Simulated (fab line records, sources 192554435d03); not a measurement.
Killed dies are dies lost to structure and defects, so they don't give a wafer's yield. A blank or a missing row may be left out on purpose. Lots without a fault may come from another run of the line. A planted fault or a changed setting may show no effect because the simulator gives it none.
Split-lot experiment | flow n5_finfet | 7 lots, 39 wafers read, on a route of 1938 steps

THE SPLIT
At N5_BEOL_M9_ILD_DEP_00 (deposits SiCOH lowk from DEMS/porogen, target thk 308.51 nm, time 58 s), the setting time_s was moved away from the recipe's 58 s on 9 of the 39 wafers read, by -21.3% to +30.0%. The other wafers ran this setting at the recipe's value.

FROM THE SPLIT TO THE READING: what the file shows between them, 1 step
- N5_BEOL_M9_CURE_71: cures SiCOH lowk, time 240 s

THE READING
M9_ILD_THK, in nm, at N5_BEOL_M9_THK_MEAS_01. Fault-free wafers of this fab line usually give 269 nm, standard deviation 3.6 nm.

wafer  | tool, chamber at the split | time_s as run, s | against the recipe | M9_ILD_THK, nm | against lot-mates on the recipe
L075.1 | pecvd-02, 2                | 58               | recipe             | 269            | -
L075.2 | pecvd-02, 0                | 58               | recipe             | 272            | -
L075.3 | pecvd-02, 1                | 58               | recipe             | 268            | -
L075.4 | pecvd-02, 0                | 58               | recipe             | 277            | -
L075.5 | pecvd-02, 1                | 58               | recipe             | 270            | -
L075.6 | pecvd-02, 2                | 58               | recipe             | 274            | -
L078.1 | pecvd-02, 2                | 58               | recipe             | 270            | -
L078.2 | pecvd-02, 0                | 58               | recipe             | 272            | -
L078.3 | pecvd-02, 1                | 58               | recipe             | 269            | -
L078.4 | pecvd-02, 0                | 58               | recipe             | 278            | -
L078.5 | pecvd-02, 2                | 58               | recipe             | 273            | -
L078.6 | pecvd-02, 1                | 58               | recipe             | 276            | -
L081.1 | pecvd-03, 0                | 75.39            | +30.0%             | 346            | +74
L081.2 | pecvd-03, 2                | 58               | recipe             | 269            | -
L081.3 | pecvd-03, 1                | 75.39            | +30.0%             | 345            | +73
L081.4 | pecvd-03, 2                | 58               | recipe             | 277            | -
L081.5 | pecvd-03, 1                | 75.39            | +30.0%             | 351            | +79
L081.6 | pecvd-03, 0                | 58               | recipe             | 271            | -
L089.1 | pecvd-04, 2                | 58               | recipe             | 270            | -
L089.2 | pecvd-04, 1                | 58               | recipe             | 268            | -
L089.3 | pecvd-04, 0                | 58               | recipe             | 272            | -
L089.4 | pecvd-04, 0                | 58               | recipe             | 269            | -
L089.5 | pecvd-04, 2                | 58               | recipe             | 275            | -
L089.6 | pecvd-04, 1                | 58               | recipe             | 272            | -
L092.3 | pecvd-03, 1                | 58               | recipe             | 266            | -
L092.4 | pecvd-03, 0                | 58               | recipe             | 273            | -
L092.5 | pecvd-03, 2                | 58               | recipe             | 274            | -
L093.1 | pecvd-02, 0                | 45.63            | -21.3%             | 212            | -57
L093.2 | pecvd-02, 2                | 45.63            | -21.3%             | 211            | -58
L093.3 | pecvd-02, 1                | 58               | recipe             | 264            | -
L093.4 | pecvd-02, 1                | 45.63            | -21.3%             | 213            | -56
L093.5 | pecvd-02, 2                | 58               | recipe             | 271            | -
L093.6 | pecvd-02, 0                | 58               | recipe             | 273            | -
L095.1 | pecvd-04, 1                | 58               | recipe             | 261            | -
L095.2 | pecvd-04, 0                | 58               | recipe             | 264            | -
L095.3 | pecvd-04, 2                | 58               | recipe             | 267            | -
L095.4 | pecvd-04, 0                | 45.91            | -20.8%             | 211            | -53
L095.5 | pecvd-04, 2                | 45.91            | -20.8%             | 215            | -49
L095.6 | pecvd-04, 1                | 45.91            | -20.8%             | 209            | -55

THE FIT
A straight line over all 39 wafers: M9_ILD_THK changes by +2.67 nm for each +1% of time_s; r = +0.99; the points scatter about the line by 4 nm.
The same after taking each lot's own level away (the mean of its wafers on the recipe; 39 wafers): +2.55 nm for each +1%; r = +0.99; scatter 3.1 nm.
On that fit, the largest move of time_s shifts the reading by 76 nm.
The lots' own levels span 264.0 to 273.0 nm, that is 2.5 times the standard deviation above.
So the lot-to-lot level changes the slope little: the two slopes agree.
Check: with one of the wafers moved furthest among these (+30.0%) left out of the fit, the line predicts +76.8 nm for it against its lot-mates. It came out at +73.7 nm against them.

OTHER SPLITS ON THESE WAFERS
These wafers also went through other splits before the reading. Each is held against what the fit with the lots' levels taken away leaves over:
other split on the same wafers     | wafers away from the commonest value | r with M9_ILD_THK (lot level and that fit taken away)
N5_ZERO_LAYER_PECVD_02 time_s      | 15                                   | +0.14
N5_DUMMY_GATE_CVD_03 target_thk_a  | 24                                   | +0.11
N5_SD_EPI_N_ETCH_16 target_depth_a | 12                                   | +0.16
N5_HKMG_FIN_NWFM_ALD_20 ald_cycles | 18                                   | +0.02
N5_BEOL_M3_CVD_47 target_thk_a     | 12                                   | -0.18
N5_BEOL_M5_ILD_DEP_00 target_thk_a | 9                                    | +0.22

THE WHOLE CHAIN: every reading that the file lists as answering this split, in the file's order
step                   | what it does                                                           | reading                                                                                  | change (the file's fit)              | r (the file's)
N5_BEOL_M9_ILD_DEP_00  | deposits SiCOH lowk from DEMS/porogen, target thk 308.51 nm, time 58 s | SiCOH_lowk_of_BEOL_M9_ILD_DEP_00.thk_nm (the simulator's own value, which no gauge read) | +2.89 nm for each +1% of the setting | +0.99
N5_BEOL_M9_CURE_71     | cures SiCOH lowk, time 240 s                                           | SiCOH_lowk_of_BEOL_M9_ILD_DEP_00.thk_nm (the simulator's own value, which no gauge read) | +2.56 nm for each +1% of the setting | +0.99
N5_BEOL_M9_THK_MEAS_01 |                                                                        | M9_ILD_THK                                                                               | +2.56 for each +1% of the setting    | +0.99

THE FILE'S OWN FIT
M9_ILD_THK changes by +2.56 nm for each +1% of time_s, r = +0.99.
